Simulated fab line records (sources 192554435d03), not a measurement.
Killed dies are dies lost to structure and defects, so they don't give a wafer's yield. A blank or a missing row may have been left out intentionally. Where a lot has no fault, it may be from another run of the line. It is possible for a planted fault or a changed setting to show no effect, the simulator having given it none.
Lot-split experiment | flow n5Finfet | route with 1938 steps; 7 lots, 18 wafers read

== THE SPLIT ==
At N5_BEOL_M4_SPUTTER_48 (material Cu, target thk 4.5 nm, time 8.29 s), the setting timeS was moved away from the recipe's 8.29 s on 5 of the 18 wafers read, by -13.5% to +13.8%. The other wafers ran this setting at the recipe's value.

The reading comes from the split's own step.

== THE READING ==
Cu_of_BEOL_M4_SPUTTER_48.thkNm (the simulator's own value, which no gauge read), in nm, at N5_BEOL_M4_SPUTTER_48 (material Cu, target thk 4.5 nm, time 8.29 s). The file gives no usual value for it. Average 4.5 nm, standard deviation 0.092 nm, over the 13 wafers here run with the recipe.

wafer  | tool, chamber at the split | timeS as run, s | against the recipe | Cu_of_BEOL_M4_SPUTTER_48.thkNm, nm | against lot-mates on the recipe
L074.2 | pvdSputter-01, -           | 8.29            | recipe             | 4.6                                | -
L074.3 | pvdSputter-01, -           | 8.29            | recipe             | 4.6                                | -
L074.6 | pvdSputter-01, -           | 8.29            | recipe             | 4.6                                | -
L078.4 | pvdSputter-03, -           | 8.29            | recipe             | 4.4                                | -
L078.5 | pvdSputter-03, -           | 8.29            | recipe             | 4.4                                | -
L078.6 | pvdSputter-03, -           | 8.29            | recipe             | 4.4                                | -
L080.1 | pvdSputter-02, -           | 9.436           | +13.8%             | 5.2                                | +0.6
L080.5 | pvdSputter-02, -           | 8.29            | recipe             | 4.6                                | -
L080.6 | pvdSputter-02, -           | 9.436           | +13.8%             | 5                                  | +0.4
L081.4 | pvdSputter-01, -           | 7.335           | -11.5%             | 4.2                                | -0.4
L081.5 | pvdSputter-01, -           | 8.29            | recipe             | 4.6                                | -
L089.2 | pvdSputter-03, -           | 8.29            | recipe             | 4.6                                | -
L089.5 | pvdSputter-03, -           | 8.29            | recipe             | 4.6                                | -
L089.4 | pvdSputter-03, -           | 8.29            | recipe             | 4.4                                | -
L092.1 | pvdSputter-03, -           | 8.29            | recipe             | 4.6                                | -
L092.3 | pvdSputter-03, -           | 7.811           | -5.8%              | 4.4                                | -0.2
L095.1 | pvdSputter-01, -           | 7.167           | -13.5%             | 4                                  | -0.6
L095.2 | pvdSputter-01, -           | 8.29            | recipe             | 4.6                                | -

FIT RESULTS
A straight line over all 18 wafers: Cu_of_BEOL_M4_SPUTTER_48.thkNm changes by +0.0377 nm for each +1% of timeS; r = +0.94; the points scatter about the line by 0.096 nm.
The same after taking each lot's own level away (the mean of its wafers on the recipe; 18 wafers): +0.0379 nm for each +1%; r = +0.97; scatter 0.06 nm.
Per that fit: largest timeS move, reading shift of 0.52 nm.
Across the lots, their own levels run from 4.40 to 4.60 nm, a range of 2.2 times the standard deviation given above.
Consequently the slope shifts little with the lot-to-lot level, the two slopes agreeing.
Check: with one of the wafers moved furthest among these (+13.8%) left out of the fit, the line predicts +0.48 nm for it against its lot-mates. It came out at +0.6 nm against them.

== FILE'S OWN FIT ==
Cu_of_BEOL_M4_SPUTTER_48.thkNm changes by +0.0382 nm for each +1% of timeS, r = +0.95.
